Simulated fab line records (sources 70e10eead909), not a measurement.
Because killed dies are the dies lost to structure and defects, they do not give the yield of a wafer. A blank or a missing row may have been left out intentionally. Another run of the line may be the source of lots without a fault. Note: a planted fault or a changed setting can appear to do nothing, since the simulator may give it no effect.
Chamber matching || flow nandHarc || 4 sister chambers for NHARC_A_DECK1_JOINT_CMP_02 on cmp-02
The step polishes SiOx. 15 wafers are shown with their chamber, then 7 later ones without.

WAFERS PAIRED WITH THEIR CHAMBERS
{"wafer": "L998.1", "chamber": 3, "motorCurrentA (A)": 11.5}
{"wafer": "L998.2", "chamber": 1, "motorCurrentA (A)": 10.8}
{"wafer": "L998.6", "chamber": 0, "motorCurrentA (A)": 13.7}
{"wafer": "L100.2", "chamber": 1, "motorCurrentA (A)": 11.4}
{"wafer": "L100.3", "chamber": 3, "motorCurrentA (A)": 11.2}
{"wafer": "L100.5", "chamber": 0, "motorCurrentA (A)": 13.3}
{"wafer": "L102.4", "chamber": 2, "motorCurrentA (A)": 9.9}
{"wafer": "L102.5", "chamber": 1, "motorCurrentA (A)": 11.1}
{"wafer": "L102.6", "chamber": 0, "motorCurrentA (A)": 12.3}
{"wafer": "L104.2", "chamber": 2, "motorCurrentA (A)": 10.5}
{"wafer": "L104.3", "chamber": 0, "motorCurrentA (A)": 12.6}
{"wafer": "L104.5", "chamber": 1, "motorCurrentA (A)": 11.0}
{"wafer": "L106.2", "chamber": 1, "motorCurrentA (A)": 11.1}
{"wafer": "L106.3", "chamber": 3, "motorCurrentA (A)": 11.4}
{"wafer": "L106.6", "chamber": 1, "motorCurrentA (A)": 11.6}

SIGNATURES (averages over the wafers above)
{"reading": "motorCurrentA", "chamber 0": 12.975, "chamber 1": 11.167, "chamber 2": 10.200, "chamber 3": 11.367, "scatter within a chamber": 0.412}
Rule: for each reading, subtract the chamber's mean from the wafer's reading, divide by that reading's scatter and square the result; add these up over the readings and take the root, which gives the wafer's distance from the chamber. If the next closest chamber is less than 2 further off than the closest, the wafer can't be placed; otherwise it belongs to the closest. How the scatter is found: for the shown wafers, subtract from each reading the mean of its chamber, square and add these, divide the total by (wafers less chambers), then take the root.

WAFERS MISSING THEIR CHAMBER
{"wafer": "L107.2", "motorCurrentA (A)": 9.9}
{"wafer": "L107.3", "motorCurrentA (A)": 13.2}
{"wafer": "L109.1", "motorCurrentA (A)": 11.0}
{"wafer": "L109.2", "motorCurrentA (A)": 11.5}
{"wafer": "L116.3", "motorCurrentA (A)": 13.7}
{"wafer": "L116.4", "motorCurrentA (A)": 11.4}
{"wafer": "L116.5", "motorCurrentA (A)": 12.7}

WHICH CHAMBER EACH ONE RAN IN
{"wafer": "L107.2", "from the rows above": 2, "in truth": 2}
{"wafer": "L107.3", "from the rows above": 0, "in truth": 0}
{"wafer": "L109.1", "from the rows above": "can't be placed: 1 or 3 or 2", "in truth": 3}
{"wafer": "L109.2", "from the rows above": "can't be placed: 3 or 1", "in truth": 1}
{"wafer": "L116.3", "from the rows above": 0, "in truth": 0}
{"wafer": "L116.4", "from the rows above": "can't be placed: 3 or 1", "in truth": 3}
{"wafer": "L116.5", "from the rows above": 0, "in truth": 0}
Correctly placed: 4 of 7. From these rows, 3 cannot be placed; in 3 the true chamber is one of the candidates. Wrongly placed: 0.
